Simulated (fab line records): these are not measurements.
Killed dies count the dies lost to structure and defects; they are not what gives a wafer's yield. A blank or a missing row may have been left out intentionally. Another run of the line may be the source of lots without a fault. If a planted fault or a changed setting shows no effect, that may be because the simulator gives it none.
Which tool did it?    flow n5 finfet    24 lots, 72 wafers sampled, at 6 steps of a route of 1938

## WHAT THE GAUGES SHOWED, per wafer
N5_BEOL_M5_THK_MEAS_53: measures by xrf.
lot   measured      on             M5_THK (nm)
L074  day 9 01:52   film metro-02  60.7 60.3 60.2
L075  day 9 10:34   film metro-01  61.1 62.5 62.0
L076  day 9 11:55   film metro-02  60.3 59.7 60.9
L079  day 10 05:06  film metro-02  61.9 59.6 60.8
L077  day 10 06:55  film metro-01  62.0 62.2 63.3
L078  day 10 13:22  film metro-01  62.8 62.7 63.2
L080  day 11 05:44  film metro-01  61.4 62.6 61.7
L082  day 11 12:39  film metro-02  64.2 62.3 63.4
L081  day 11 17:55  film metro-01  58.0 59.4 59.0
L084  day 11 19:16  film metro-01  61.8 62.9 60.8
L086  day 11 23:58  film metro-02  61.9 60.4 59.8
L085  day 12 17:55  film metro-02  63.0 61.9 63.8
L083  day 12 18:32  film metro-02  58.1 61.3 60.3
L088  day 12 22:22  film metro-01  60.7 58.8 60.2
L087  day 12 23:43  film metro-01  61.3 61.5 59.7
L090  day 13 05:47  film metro-01  64.2 62.6 63.3
L089  day 13 05:32  film metro-01  60.9 59.0 59.9
L092  day 14 02:03  film metro-02  61.6 60.3 59.1
L091  day 14 02:47  film metro-01  59.7 60.2 60.1
L093  day 14 05:53  film metro-02  62.2 62.9 62.8
L094  day 14 08:49  film metro-01  63.4 64.0 64.0
L095  day 14 14:41  film metro-01  61.0 61.3 60.9
L096  day 15 10:09  film metro-01  61.9 60.8 59.8
L097  day 15 14:58  film metro-02  61.0 61.9 61.1

## WHICH TOOL RAN EACH LOT (tool, then ch and the chambers of the sampled wafers, then the start)
lot   N5_BEOL_M4_ANNEAL_87          N5_BEOL_M4_ANNEAL_93          N5_BEOL_M4_SPUTTER_96         N5_BEOL_M5_STRIP_91                            N5_BEOL_M5_DEGAS_44
L074  pvd sputter-02, day 8 10:46   pvd sputter-02, day 8 11:25   pvd sputter-02, day 8 11:47   rie diel-01 ch 0,2,3, day 8 19:59 or earlier   pvd sputter-02, day 8 19:59
L075  pvd sputter-02, day 8 16:23   pvd sputter-02, day 8 17:02   pvd sputter-02, day 8 17:24   rie diel-01 ch 0,1, day 9 04:40 or earlier     pvd sputter-01, day 9 04:40
L076  pvd sputter-02, day 8 18:16   pvd sputter-02, day 8 18:55   pvd sputter-02, day 8 19:17   rie diel-03 ch 0,2,3, day 9 04:49 or earlier   pvd sputter-03, day 9 04:49
L079  pvd sputter-01, day 9 14:16   pvd sputter-01, day 9 14:56   pvd sputter-01, day 9 15:17   rie diel-03 ch 0,1, day 9 23:22 or earlier     pvd sputter-02, day 9 23:22
L077  pvd sputter-01, day 9 16:07   pvd sputter-01, day 9 16:46   pvd sputter-01, day 9 17:08   rie diel-01 ch 1,2,3, day 10 00:35 or earlier  pvd sputter-03, day 10 00:35
L078  pvd sputter-03, day 9 18:34   pvd sputter-03, day 9 19:14   pvd sputter-03, day 9 19:35   rie diel-01 ch 1,2, day 10 03:41 or earlier    pvd sputter-02, day 10 03:41
L080  pvd sputter-02, day 10 12:31  pvd sputter-02, day 10 13:11  pvd sputter-02, day 10 13:32  rie diel-03 ch 0,1, day 10 23:50 or earlier    pvd sputter-02, day 10 23:50
L082  pvd sputter-02, day 10 20:07  pvd sputter-02, day 10 20:46  pvd sputter-02, day 10 21:08  rie diel-06 ch 0,2,3, day 11 06:10 or earlier  pvd sputter-01, day 11 06:10
L081  pvd sputter-01, day 10 21:48  pvd sputter-01, day 10 22:28  pvd sputter-01, day 10 22:49  rie diel-03 ch 0,1, day 11 06:57 or earlier    pvd sputter-02, day 11 06:57
L084  pvd sputter-02, day 11 05:32  pvd sputter-02, day 11 06:11  pvd sputter-02, day 11 06:33  rie diel-01 ch 0,1,3, day 11 13:32 or earlier  pvd sputter-02, day 11 13:32
L086  pvd sputter-01, day 11 06:59  pvd sputter-01, day 11 07:39  pvd sputter-01, day 11 08:01  rie diel-06 ch 1,2,3, day 11 18:07 or earlier  pvd sputter-03, day 11 18:07
L085  pvd sputter-03, day 12 00:10  pvd sputter-03, day 12 00:49  pvd sputter-03, day 12 01:11  rie diel-01 ch 0,3, day 12 11:54 or earlier    pvd sputter-01, day 12 11:54
L083  pvd sputter-01, day 12 00:57  pvd sputter-01, day 12 01:37  pvd sputter-01, day 12 01:58  rie diel-03 ch 0,1,2, day 12 12:41 or earlier  pvd sputter-01, day 12 12:41
L088  pvd sputter-03, day 12 05:47  pvd sputter-03, day 12 06:26  pvd sputter-03, day 12 06:48  rie diel-03 ch 0,1, day 12 16:27 or earlier    pvd sputter-02, day 12 16:27
L087  pvd sputter-01, day 12 08:41  pvd sputter-01, day 12 09:20  pvd sputter-01, day 12 09:42  rie diel-03 ch 0,1, day 12 17:22 or earlier    pvd sputter-01, day 12 17:22
L090  pvd sputter-01, day 12 10:31  pvd sputter-01, day 12 11:11  pvd sputter-01, day 12 11:32  rie diel-06 ch 0,1,2, day 12 23:57 or earlier  pvd sputter-02, day 12 23:57
L089  pvd sputter-03, day 12 11:59  pvd sputter-03, day 12 12:38  pvd sputter-03, day 12 13:00  rie diel-01 ch 2,3, day 12 23:47 or earlier    pvd sputter-02, day 12 23:47
L092  pvd sputter-03, day 13 12:00  pvd sputter-03, day 13 12:40  pvd sputter-03, day 13 13:01  rie diel-01 ch 0,1, day 13 20:10 or earlier    pvd sputter-03, day 13 20:10
L091  pvd sputter-02, day 13 12:16  pvd sputter-02, day 13 12:55  pvd sputter-02, day 13 13:17  rie diel-01 ch 1,3, day 13 20:51 or earlier    pvd sputter-03, day 13 20:51
L093  pvd sputter-03, day 13 15:04  pvd sputter-03, day 13 15:43  pvd sputter-03, day 13 16:05  rie diel-01 ch 0,3, day 13 22:19 or earlier    pvd sputter-02, day 13 22:19
L094  pvd sputter-02, day 13 15:14  pvd sputter-02, day 13 15:53  pvd sputter-02, day 13 16:15  rie diel-06 ch 0,1,3, day 14 02:19 or earlier  pvd sputter-01, day 14 02:19
L095  pvd sputter-02, day 13 23:19  pvd sputter-02, day 13 23:59  pvd sputter-02, day 14 00:20  rie diel-01 ch 0,1,3, day 14 08:14 or earlier  pvd sputter-01, day 14 08:14
L096  pvd sputter-01, day 14 15:26  pvd sputter-01, day 14 16:05  pvd sputter-01, day 14 16:27  rie diel-03 ch 1,2,3, day 15 04:01 or earlier  pvd sputter-01, day 15 04:01
L097  pvd sputter-01, day 14 19:11  pvd sputter-01, day 14 19:51  pvd sputter-01, day 14 20:13  rie diel-06 ch 0,1, day 15 08:51 or earlier    pvd sputter-03, day 15 08:51
- N5_BEOL_M4_ANNEAL_87: time 240 s.
- N5_BEOL_M4_ANNEAL_93: time 240 s.
- N5_BEOL_M4_SPUTTER_96: material Cu, target thk 4.5 nm, time 8.29 s.
- N5_BEOL_M5_STRIP_91: strips in N2/H2, time 10 s.
- N5_BEOL_M5_DEGAS_44: time 60 s.

## WHAT THE TOOLS THEMSELVES READ (means of the sampled wafers that have a number; where no wafer has one, the mark that the record gives instead)
N5_BEOL_M4_ANNEAL_87.
lot   tool            heater power w (W)
L074  pvd sputter-02  888
L075  pvd sputter-02  823
L076  pvd sputter-02  753
L079  pvd sputter-01  808
L077  pvd sputter-01  802
L078  pvd sputter-03  788
L080  pvd sputter-02  838
L082  pvd sputter-02  791
L081  pvd sputter-01  802
L084  pvd sputter-02  902
L086  pvd sputter-01  769
L085  pvd sputter-03  818
L083  pvd sputter-01  771
L088  pvd sputter-03  785
L087  pvd sputter-01  829
L090  pvd sputter-01  829
L089  pvd sputter-03  774
L092  pvd sputter-03  746
L091  pvd sputter-02  877
L093  pvd sputter-03  802
L094  pvd sputter-02  844
L095  pvd sputter-02  759
L096  pvd sputter-01  818
L097  pvd sputter-01  847

N5_BEOL_M4_ANNEAL_93.
lot   tool            heater power w (W)
L074  pvd sputter-02  910
L075  pvd sputter-02  817
L076  pvd sputter-02  762
L079  pvd sputter-01  808
L077  pvd sputter-01  804
L078  pvd sputter-03  786
L080  pvd sputter-02  851
L082  pvd sputter-02  770
L081  pvd sputter-01  807
L084  pvd sputter-02  887
L086  pvd sputter-01  765
L085  pvd sputter-03  813
L083  pvd sputter-01  771
L088  pvd sputter-03  774
L087  pvd sputter-01  824
L090  pvd sputter-01  823
L089  pvd sputter-03  772
L092  pvd sputter-03  762
L091  pvd sputter-02  870
L093  pvd sputter-03  807
L094  pvd sputter-02  844
L095  pvd sputter-02  756
L096  pvd sputter-01  806
L097  pvd sputter-01  839

N5_BEOL_M4_SPUTTER_96.
lot   tool            chamber pressure pa (Pa)  throttle valve pct (%)
L074  pvd sputter-02  0.07014                   30.7
L075  pvd sputter-02  0.07017                   30.0
L076  pvd sputter-02  0.06989                   29.9
L079  pvd sputter-01  0.07002                   29.0
L077  pvd sputter-01  0.07006                   30.0
L078  pvd sputter-03  0.07016                   30.3
L080  pvd sputter-02  0.07004                   30.7
L082  pvd sputter-02  0.06990                   30.8
L081  pvd sputter-01  0.07002                   30.0
L084  pvd sputter-02  0.06995                   30.5
L086  pvd sputter-01  0.06994                   30.5
L085  pvd sputter-03  0.07006                   30.5
L083  pvd sputter-01  0.06987                   29.4
L088  pvd sputter-03  0.06990                   30.6
L087  pvd sputter-01  0.06995                   30.3
L090  pvd sputter-01  0.06991                   29.2
L089  pvd sputter-03  0.07009                   30.6
L092  pvd sputter-03  0.06996                   30.6
L091  pvd sputter-02  0.07001                   29.9
L093  pvd sputter-03  0.07010                   30.7
L094  pvd sputter-02  0.07003                   30.8
L095  pvd sputter-02  0.07001                   30.2
L096  pvd sputter-01  0.07005                   29.8
L097  pvd sputter-01  0.06990                   29.5

N5_BEOL_M5_STRIP_91.
lot   tool         chamber pressure mTorr (mTorr)  drypump motor current A (A)  oes product au (a.u.)  rf vpp V (V)  showerhead plenum p Torr (Torr)  throttle valve pct (%)
L074  rie diel-01  19.995                          5.47                         0.77                   59.4          2.51                             23.72
L075  rie diel-01  20.010                          5.41                         0.74                   59.3          2.61                             23.70
L076  rie diel-03  20.004                          5.52                         0.72                   59.8          2.52                             23.77
L079  rie diel-03  20.006                          5.34                         0.75                   58.9          2.39                             23.17
L077  rie diel-01  20.012                          5.66                         0.74                   59.5          2.53                             23.74
L078  rie diel-01  20.009                          5.63                         0.71                   59.2          2.58                             23.77
L080  rie diel-03  20.005                          5.32                         0.75                   59.5          2.39                             23.20
L082  rie diel-06  20.006                          5.50                         0.78                   59.9          2.55                             23.62
L081  rie diel-03  20.000                          5.35                         0.74                   59.0          2.38                             23.20
L084  rie diel-01  20.013                          5.44                         0.75                   58.6          2.54                             23.69
L086  rie diel-06  19.995                          5.67                         0.78                   58.9          2.55                             23.73
L085  rie diel-01  19.992                          5.26                         0.78                   59.7          2.52                             23.70
L083  rie diel-03  20.021                          5.36                         0.72                   59.3          2.45                             23.54
L088  rie diel-03  19.994                          5.44                         0.72                   59.2          2.44                             23.20
L087  rie diel-03  19.997                          5.35                         0.73                   58.5          2.38                             23.21
L090  rie diel-06  19.985                          5.80                         0.83                   59.6          2.60                             23.56
L089  rie diel-01  20.001                          5.69                         0.70                   58.6          2.48                             23.80
L092  rie diel-01  20.009                          5.42                         0.71                   59.6          2.59                             23.76
L091  rie diel-01  19.999                          5.62                         0.70                   58.9          2.55                             23.72
L093  rie diel-01  19.985                          5.47                         0.75                   59.2          2.48                             23.68
L094  rie diel-06  20.009                          5.51                         0.79                   58.4          2.51                             23.58
L095  rie diel-01  19.989                          5.45                         0.73                   59.8          2.53                             23.72
L096  rie diel-03  19.999                          5.40                         0.78                   59.2          2.44                             23.72
L097  rie diel-06  20.006                          5.64                         0.82                   59.7          2.56                             23.42

N5_BEOL_M5_DEGAS_44.
lot   tool            heater power w (W)
L074  pvd sputter-02  324
L075  pvd sputter-01  325
L076  pvd sputter-03  337
L079  pvd sputter-02  372
L077  pvd sputter-03  312
L078  pvd sputter-02  331
L080  pvd sputter-02  358
L082  pvd sputter-01  353
L081  pvd sputter-02  317
L084  pvd sputter-02  370
L086  pvd sputter-03  342
L085  pvd sputter-01  303
L083  pvd sputter-01  323
L088  pvd sputter-02  348
L087  pvd sputter-01  299
L090  pvd sputter-02  351
L089  pvd sputter-02  369
L092  pvd sputter-03  308
L091  pvd sputter-03  319
L093  pvd sputter-02  363
L094  pvd sputter-01  333
L095  pvd sputter-01  310
L096  pvd sputter-01  324
L097  pvd sputter-03  303

## THE ANSWER, worked out from the rows above alone
Rule: the usual values come from the lots themselves. Put in order of their means at a reading, lots are off if they are a third of the lots or fewer, leave a main group of 4 or more, and stand apart from it by a gap of 3 or more times the standard deviation of the main group's means; of several such gaps the widest counts. If all means in a main group match to the digits the tables above print for the reading, that group is not used. A lot without any number at a reading at which 4 lots or more have one is off too. The other lots that the step has rows for count as sound. After the gauges, taken in route order, come the tools' own readings; for these a lot's mean is taken, as printed above. At the first step where some lot is off, the reading lying furthest off is the one used; lots without a number count as furthest.
None of the lots is off at any reading shown; this tells nothing.

## WHAT HAD BEEN PUT IN BY THE SIMULATOR
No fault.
